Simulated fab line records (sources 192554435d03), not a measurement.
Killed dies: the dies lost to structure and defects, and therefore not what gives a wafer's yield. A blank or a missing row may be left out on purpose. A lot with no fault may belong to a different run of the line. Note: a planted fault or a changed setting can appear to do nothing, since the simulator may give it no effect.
Matching of chambers || flow n5-finfet || N5_SDB_ETCH_17 on rie-diel-04: 4 sister chambers
The step etches SiARC in CF4, target depth 23.4 nm, time 39 s. 14 wafers are shown with their chamber, then 7 later ones without.

== WAFERS PAIRED WITH THEIR CHAMBERS ==
{"wafer": "L076.4", "chamber": 1, "drypump-motor-current-A (A)": 5.6, "showerhead-plenum-p-Torr (Torr)": 2.10, "oes-product-au (a.u.)": 0.86}
{"wafer": "L076.5", "chamber": 3, "drypump-motor-current-A (A)": 5.1, "showerhead-plenum-p-Torr (Torr)": 2.20, "oes-product-au (a.u.)": 0.61}
{"wafer": "L076.6", "chamber": 0, "drypump-motor-current-A (A)": 6.1, "showerhead-plenum-p-Torr (Torr)": 2.04, "oes-product-au (a.u.)": 0.60}
{"wafer": "L079.1", "chamber": 0, "drypump-motor-current-A (A)": 6.1, "showerhead-plenum-p-Torr (Torr)": 2.03, "oes-product-au (a.u.)": 0.60}
{"wafer": "L079.3", "chamber": 3, "drypump-motor-current-A (A)": 5.1, "showerhead-plenum-p-Torr (Torr)": 2.20, "oes-product-au (a.u.)": 0.62}
{"wafer": "L079.4", "chamber": 2, "drypump-motor-current-A (A)": 5.1, "showerhead-plenum-p-Torr (Torr)": 2.13, "oes-product-au (a.u.)": 0.62}
{"wafer": "L087.2", "chamber": 3, "drypump-motor-current-A (A)": 5.1, "showerhead-plenum-p-Torr (Torr)": 2.20, "oes-product-au (a.u.)": 0.60}
{"wafer": "L087.4", "chamber": 1, "drypump-motor-current-A (A)": 5.6, "showerhead-plenum-p-Torr (Torr)": 2.09, "oes-product-au (a.u.)": 0.78}
{"wafer": "L087.6", "chamber": 0, "drypump-motor-current-A (A)": 6.1, "showerhead-plenum-p-Torr (Torr)": 2.03, "oes-product-au (a.u.)": 0.58}
{"wafer": "L089.1", "chamber": 0, "drypump-motor-current-A (A)": 6.1, "showerhead-plenum-p-Torr (Torr)": 2.03, "oes-product-au (a.u.)": 0.58}
{"wafer": "L089.2", "chamber": 2, "drypump-motor-current-A (A)": 5.2, "showerhead-plenum-p-Torr (Torr)": 2.12, "oes-product-au (a.u.)": 0.60}
{"wafer": "L089.3", "chamber": 3, "drypump-motor-current-A (A)": 5.1, "showerhead-plenum-p-Torr (Torr)": 2.20, "oes-product-au (a.u.)": 0.61}
{"wafer": "L090.3", "chamber": 2, "drypump-motor-current-A (A)": 5.2, "showerhead-plenum-p-Torr (Torr)": 2.12, "oes-product-au (a.u.)": 0.60}
{"wafer": "L090.5", "chamber": 2, "drypump-motor-current-A (A)": 5.2, "showerhead-plenum-p-Torr (Torr)": 2.12, "oes-product-au (a.u.)": 0.60}

SIGNATURES, as means of the wafers listed above
{"reading": "drypump-motor-current-A", "chamber 0": 6.100, "chamber 1": 5.600, "chamber 2": 5.175, "chamber 3": 5.100, "scatter within a chamber": 0.0274}
{"reading": "showerhead-plenum-p-Torr", "chamber 0": 2.0325, "chamber 1": 2.0950, "chamber 2": 2.1225, "chamber 3": 2.2000, "scatter within a chamber": 0.00447}
{"reading": "oes-product-au", "chamber 0": 0.5900, "chamber 1": 0.8200, "chamber 2": 0.6050, "chamber 3": 0.6100, "scatter within a chamber": 0.0202}
Rule: a wafer's distance from a chamber is the root of the sum, over the readings, of the square of ((its reading less the chamber's mean) divided by the reading's scatter). The wafer belongs to the nearest chamber; if the next one is less than 2 further off, it can't be placed. The scatter is the square root of a quotient: the sum, over the shown wafers, of each reading's squared deviation from its chamber's mean, divided by wafers minus chambers.

== WAFERS WITH NO CHAMBER GIVEN ==
{"wafer": "L090.6", "drypump-motor-current-A (A)": 5.1, "showerhead-plenum-p-Torr (Torr)": 2.20, "oes-product-au (a.u.)": 0.60}
{"wafer": "L091.1", "drypump-motor-current-A (A)": 5.1, "showerhead-plenum-p-Torr (Torr)": 2.12, "oes-product-au (a.u.)": 0.60}
{"wafer": "L091.2", "drypump-motor-current-A (A)": 5.6, "showerhead-plenum-p-Torr (Torr)": 2.09, "oes-product-au (a.u.)": 0.76}
{"wafer": "L091.3", "drypump-motor-current-A (A)": 5.2, "showerhead-plenum-p-Torr (Torr)": 2.19, "oes-product-au (a.u.)": 0.59}
{"wafer": "L092.1", "drypump-motor-current-A (A)": 5.1, "showerhead-plenum-p-Torr (Torr)": 2.19, "oes-product-au (a.u.)": 0.60}
{"wafer": "L092.2", "drypump-motor-current-A (A)": 5.6, "showerhead-plenum-p-Torr (Torr)": 2.09, "oes-product-au (a.u.)": 0.77}
{"wafer": "L092.5", "drypump-motor-current-A (A)": 5.5, "showerhead-plenum-p-Torr (Torr)": 2.09, "oes-product-au (a.u.)": 0.77}

== WHICH CHAMBER EACH WENT THROUGH ==
{"wafer": "L090.6", "from the rows above": 3, "in truth": 3}
{"wafer": "L091.1", "from the rows above": 2, "in truth": 2}
{"wafer": "L091.2", "from the rows above": 1, "in truth": 1}
{"wafer": "L091.3", "from the rows above": 3, "in truth": 3}
{"wafer": "L092.1", "from the rows above": 3, "in truth": 3}
{"wafer": "L092.2", "from the rows above": 1, "in truth": 1}
{"wafer": "L092.5", "from the rows above": 1, "in truth": 1}
Correctly placed: 7 of 7. Number that these rows cannot place: 0. Wrongly placed: 0.
